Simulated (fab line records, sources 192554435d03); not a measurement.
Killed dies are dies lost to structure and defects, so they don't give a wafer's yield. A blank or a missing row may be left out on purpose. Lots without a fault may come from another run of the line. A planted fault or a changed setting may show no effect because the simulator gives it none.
Chamber matching | flow n5_finfet | N5_PMOS_HMC_CHANNEL_EPI_ETCH_38 on rie_si-02: 4 sister chambers
The step etches SiO2 in CF4, target depth 1.5 nm. 22 wafers are shown with their chamber, then 11 later ones without.

WAFERS WITH THEIR CHAMBER
wafer  | chamber | throttle_valve_pct (%) | drypump_motor_current_A (A) | oes_product_au (a.u.)
L075.1 | 3       | 21.51                  | 5.84                        | 0.967
L075.3 | 1       | 21.79                  | 5.84                        | 1.002
L075.6 | 2       | 21.96                  | 5.85                        | 1.002
L076.1 | 2       | 21.97                  | 5.85                        | 1.000
L076.4 | 1       | 21.79                  | 5.79                        | 0.995
L076.6 | 3       | 21.55                  | 5.84                        | 0.977
L078.1 | 0       | 22.10                  | 5.23                        | 0.975
L078.2 | 3       | 21.53                  | 5.81                        | 0.964
L078.5 | 0       | 22.09                  | 5.24                        | 0.979
L079.2 | 3       | 21.55                  | 5.81                        | 0.968
L079.4 | 0       | 22.08                  | 5.23                        | 0.980
L079.6 | 1       | 21.79                  | 5.83                        | 0.992
L081.3 | 3       | 21.53                  | 5.81                        | 0.981
L081.5 | 2       | 21.97                  | 5.83                        | 0.993
L081.6 | 1       | 21.79                  | 5.78                        | 0.998
L082.1 | 3       | 21.51                  | 5.81                        | 0.955
L082.2 | 0       | 22.09                  | 5.24                        | 0.985
L082.5 | 3       | 21.54                  | 5.79                        | 0.967
L083.2 | 1       | 21.79                  | 5.79                        | 0.995
L083.3 | 2       | 21.97                  | 5.86                        | 1.006
L083.4 | 3       | 21.54                  | 5.83                        | 0.969
L085.1 | 0       | 22.09                  | 5.23                        | 0.985

SIGNATURES (means of the wafers above)
reading                 | chamber 0 | chamber 1 | chamber 2 | chamber 3 | scatter within a chamber
throttle_valve_pct      | 22.0900   | 21.7900   | 21.9675   | 21.5325   | 0.0106
drypump_motor_current_A | 5.2340    | 5.8060    | 5.8475    | 5.8175    | 0.0177
oes_product_au          | 0.98080   | 0.99640   | 1.00025   | 0.96850   | 0.00603
Rule: a wafer's distance from a chamber is the root of the sum, over the readings, of the square of ((its reading less the chamber's mean) divided by the reading's scatter). The wafer belongs to the nearest chamber; if the next one is less than 2 further off, it can't be placed. The scatter: the root of (the sum of the squares of (reading less its chamber's mean) over the shown wafers, divided by (wafers less chambers)).

WAFERS WITHOUT THEIR CHAMBER
wafer  | throttle_valve_pct (%) | drypump_motor_current_A (A) | oes_product_au (a.u.)
L085.2 | 21.79                  | 5.77                        | 1.006
L085.3 | 21.96                  | 5.83                        | 0.996
L086.1 | 22.08                  | 5.23                        | 0.980
L086.2 | 21.79                  | 5.78                        | 0.997
L086.4 | 21.52                  | 5.82                        | 0.972
L092.1 | 21.54                  | 5.84                        | 0.970
L092.2 | 22.09                  | 5.23                        | 0.980
L092.4 | 21.80                  | 5.83                        | 1.002
L095.1 | 22.08                  | 5.23                        | 0.984
L095.2 | 21.54                  | 5.84                        | 0.971
L095.6 | 21.55                  | 5.83                        | 0.980

WHICH CHAMBER EACH WENT THROUGH
wafer  | from the rows above | in truth
L085.2 | 1                   | 1
L085.3 | 2                   | 2
L086.1 | 0                   | 0
L086.2 | 1                   | 1
L086.4 | 3                   | 3
L092.1 | 3                   | 3
L092.2 | 0                   | 0
L092.4 | 1                   | 1
L095.1 | 0                   | 0
L095.2 | 3                   | 3
L095.6 | 3                   | 3
Placed correctly: 11 of 11. Can't be placed from these rows: 0. Placed wrongly: 0.
